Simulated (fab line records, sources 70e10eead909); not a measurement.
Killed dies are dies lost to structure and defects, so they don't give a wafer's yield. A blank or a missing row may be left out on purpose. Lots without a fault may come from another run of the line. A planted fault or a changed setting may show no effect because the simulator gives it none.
Problem report in the 8D (eight disciplines) form, filled by code | flow nand_harc | the parts of the form that need people (team, actions taken, sign-off) are left out

1. THE PROBLEM
killed_at_array at NHARC_END_SORT_01 reads a mean of 673 on 3 wafers of 3 lots; wafers without a fault read 26 with a standard deviation of 11. That is +59 standard deviations from the usual mean.
First seen on wafer L317.4, day 21 16:58, on prober-02. The record holds 6 wafers of 3 lots with a number at this step. Rule for "out", or "out of limits": more than 4 standard deviations from the usual mean. The other wafers with a number count as sound.

2. WHAT IT IS AND WHAT IT IS NOT
question                    | is                           | is not
which readings at this step | killed_at_array, killed_dies | killed_at_other, killed_at_periphery, killed_open, killed_short
which lots                  | L317, L319, L322             | -
which wafers of those lots  | L317.4, L319.5, L322.5       | L317.2, L319.2, L322.2
read on which gauges        | prober-01, prober-02         | -
when                        | from day 21 16:58            | up to then (1 sound wafer); but 2 sound wafers of L319, L322 came after

3. SUSPECTS, AND WHAT RULES EACH OUT
Counting: a tool at a process step up to the reading stays a suspect if it ran every lot that is out. Sound lots after the first of them don't rule it out here, since some wafers of a struck lot are sound.
- the gauge at NHARC_END_SORT_01: ruled out. The wafers that are out were read on 2 gauges (prober-01, prober-02).
- rie_metal-01 at NHARC_A_WL_FILL_ETCHBACK_04 (etches the open film in NF3, target depth 60 nm, time 120 s): kept. It ran every lot that is out, first L317 (day 17 15:50). Its own readings are out on those wafers: run_length_s.
Left after counting: rie_metal-01 at NHARC_A_WL_FILL_ETCHBACK_04.

4. THE CAUSE (what the simulator had put in)
Process parameter drift: rie_metal-01, from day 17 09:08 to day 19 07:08, at NHARC_A_WL_FILL_ETCHBACK_04. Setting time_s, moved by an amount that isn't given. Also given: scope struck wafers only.
Counting left only this tool.

5. THE CHAIN OF EFFECTS, in route order
Each row: a reading whose mean over the struck wafers that have a number lies more than 3 standard deviations from the usual. Only readings for which the record gives a usual standard deviation are gone through. hours: the time from each lot's start at the first step in this table that gives one to its start at this step, as a median over the lots. sigmas: the change in usual standard deviations.
hours | step                        | reading         | usual    | on struck wafers | change | sigmas
0     | NHARC_A_WL_FILL_ETCHBACK_04 | run_length_s    | 141.05 s | 63.39            | -77.66 | -99 or more
101   | NHARC_END_SORT_01           | killed_at_array | 26       | 673              | +647   | +59
101   | NHARC_END_SORT_01           | killed_dies     | 30       | 677              | +647   | +59
The process steps in it:
- NHARC_A_WL_FILL_ETCHBACK_04: etches the open film in NF3, target depth 60 nm, time 120 s.

6. WHAT WOULD HAVE CAUGHT IT SOONER
In this record the first reading out of limits at a measuring or inspecting step was taken at day 21 16:58, 104 hours after the fault began at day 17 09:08.
The tool's own readings at NHARC_A_WL_FILL_ETCHBACK_04 were out on every struck wafer that the step has a row for (run_length_s): an alarm limit on them would have fired on the first of those.
All the lots that are out (3) had begun NHARC_A_WL_FILL_ETCHBACK_04 on rie_metal-01 by day 21 16:58. A hold on the tool at that time would have spared none of them.
